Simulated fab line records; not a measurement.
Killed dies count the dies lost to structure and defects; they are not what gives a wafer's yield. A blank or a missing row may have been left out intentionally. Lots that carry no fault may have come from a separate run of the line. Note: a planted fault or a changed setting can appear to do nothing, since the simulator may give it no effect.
A struck lot beside a sound one	flow n5-finfet	38 steps out of a route of 1938
Sound: the wafers L475.2, L475.4, L475.6. Struck: wafer L466.2. (L466.1 of the same lot was not struck and is left out.) The cause comes at the end.
Per side, at each step with rows, come the tool, then ch with its chambers, and then its first start. Under that, the readings that differ: sound wafers	struck wafers	difference of the means	sigmas: that difference in standard deviations of wafers without a fault.
alike: words and numbers the same on both sides, and readings whose means are apart by under 2 such deviations; not compared: readings that were withheld, readings missing a value for some wafer, numbers with overlapping values and no deviation given by the record, and bounds like >300 which may hide the same value.
A row with sigmas, a row that says differs or no value, or rows on one side alone: a step with any of these is where the two part. When numbers do not overlap yet have no deviation, they are printed without sigmas and do not part them. A reading missing from all wafers of one side parts the sides only when that side holds two or more wafers.

first, 12 steps without rows for these wafers: N5_SDB_ETCH_18 (etches SOC in N2/H2, target depth 100 nm, overetch 20 nm, time 150 s); N5_SDB_STRIP_19 (strips in N2/H2); N5_SDB_STRIP_21 (strips in CF4); N5_SDB_HM_OPEN_20 (chemistry CH3F/O2, target SiNx, stops on poly-Si, target depth 24 nm); N5_SDB_STRIP_22 (strips in N2/H2); N5_SDB_PRECLEAN_23 (cleans in dHF, time 30 s); N5_SDB_DUMMY_REMOVE_24 (chemistry TMAH, target poly-Si, stops on SiO2, target depth 142 nm, time 57 s, rinse time 30 s); N5_SDB_ETCH_25 (etches SiO2 in C4F6/O2, target depth 10 nm, time 3.3 s); N5_SDB_CUT_ETCH_26 (etches Si in HBr/Cl2/O2, target depth 129.6 nm, bt time 20 s, time 51.8 s); N5_SDB_PRECLEAN_38 (cleans in dHF, time 10 s); N5_SDB_PRECLEAN_39 (cleans in O3/DIW, time 45 s); N5_SDB_SRD_28 (time 30 s).
N5_SDB_ALD_29: deposits SiNx, target thk 30 nm, pulse time 1 s, ald cycles 600.
  sound on ald-sin-04 ch 0,2, day 9 13:24; struck on ald-sin-02 ch 0, day 7 10:15
reading	sound	struck	difference	sigmas
ald-cycles	600 600 600	493	-107	
model.SiNx_of_SDB_ALD_29.thk-nm (nm)	30 29.8 30	24.6	-5.3	
  alike: heater-power-w, precursor-pulse-height-rel
then, 23 steps without rows for these wafers: N5_SDB_CMP_30 (polishes, stops on poly-Si, t overpolish 1.54 s, target thk 30 nm); N5_DUMMY_REMOVAL_HM_STRIP_01 (strips SiNx in CH3F/O2, stops on poly-Si, target depth 4 nm, time 6.8 s); N5_DUMMY_REMOVAL_STRIP_10 (strips in N2/H2, time 40 s); N5_DUMMY_REMOVAL_PRECLEAN_07 (cleans in dHF, time 30 s); N5_DUMMY_REMOVAL_DUMMY_REMOVE_02 (chemistry TMAH, target poly-Si, stops on SiO2, target depth 142 nm, time 57 s, rinse time 30 s); N5_DUMMY_REMOVAL_PRECLEAN_08 (cleans in NF3:NH3, afs cycles 2, time 20 s, sublimation time 60 s); N5_DUMMY_REMOVAL_PRECLEAN_04 (cleans in DHF, time 37 s); N5_DUMMY_REMOVAL_SRD_05 (time 30 s); N5_HKMG_FIN_IL_REGROW_00 (material SiO2, chemistry O3, target thk 0.75 nm, time 30 s); N5_HKMG_FIN_HK_ALD_01 (deposits HfO2, target thk 1.6 nm, pulse time 3 s, purge time 3 s); N5_HKMG_FIN_HK_ANNEAL_02 (time 30 s); N5_HKMG_FIN_ALD_74 (deposits La2O3, target thk 0.5 nm, pulse time 6 s, co reactant pulse time 1 s); N5_HKMG_FIN_ALD_75 (deposits Al2O3, target thk 1 nm, co reactant pulse time 1 s); N5_HKMG_FIN_COAT_41 (time 60 s, resist thk 300 nm); N5_HKMG_FIN_COAT_42 (time 60 s, resist thk 35 nm); N5_HKMG_FIN_COAT_43 (resist thk 90 nm); N5_HKMG_FIN_EBR_45; N5_HKMG_FIN_SOFTBAKE_44 (time 60 s); N5_HKMG_FIN_EXPOSE_46 (exposes mask NDIPOLE); N5_HKMG_FIN_PEB_47 (peb time 60 s); N5_HKMG_FIN_DEVELOP_48 (develop time 30 s); N5_HKMG_FIN_DESCUM_53 (chemistry O2, time 7.9 s); N5_HKMG_FIN_ETCH_54 (etches SiARC in CF4, target depth 45.5 nm, time 75.8 s).
N5_GATE_CUT_ETCH_58: etches SiNx in CH3F/O2, target depth 17 nm, time 128.6 s.
  sound on rie-diel-03 ch 1,2, day 10 02:23; struck on rie-diel-05 ch 0, day 7 23:44
reading	sound	struck	difference	sigmas
throttle-valve-pct (%)	16.24 16.23 16.44	15.78	-0.52	-2
model.SiNx_of_SDB_ALD_29.thk-nm (nm)	24.6 24.4 24.6	20.2	-4.3	
  alike: drypump-motor-current-A, oes-product-au, rf-vpp-V, showerhead-plenum-p-Torr
  not compared: rf-hours-counter-h
-- a jump in the record: the struck wafers' starts before and after are 3 days apart (it breaks off in module GATE_CUT and resumes in module BEOL_M4, where the first step shown is number 1111 of the route) --
N5_BEOL_M4_RC_MEAS_101:
  sound on prober-01 ch 0, day 14 09:36; struck on prober-02 ch 0, day 11 09:07
  alike: DIBL_N, DIBL_P, IOFF_N, IOFF_P, ION_N, ION_P, SS_N, SS_P, VT_N, VT_P

WHERE THEY PART
Only at N5_GATE_CUT_ETCH_58, within this record. Later steps at which nothing parts them and some readings are alike: N5_BEOL_M4_RC_MEAS_101.

WHY: what the simulator had put in
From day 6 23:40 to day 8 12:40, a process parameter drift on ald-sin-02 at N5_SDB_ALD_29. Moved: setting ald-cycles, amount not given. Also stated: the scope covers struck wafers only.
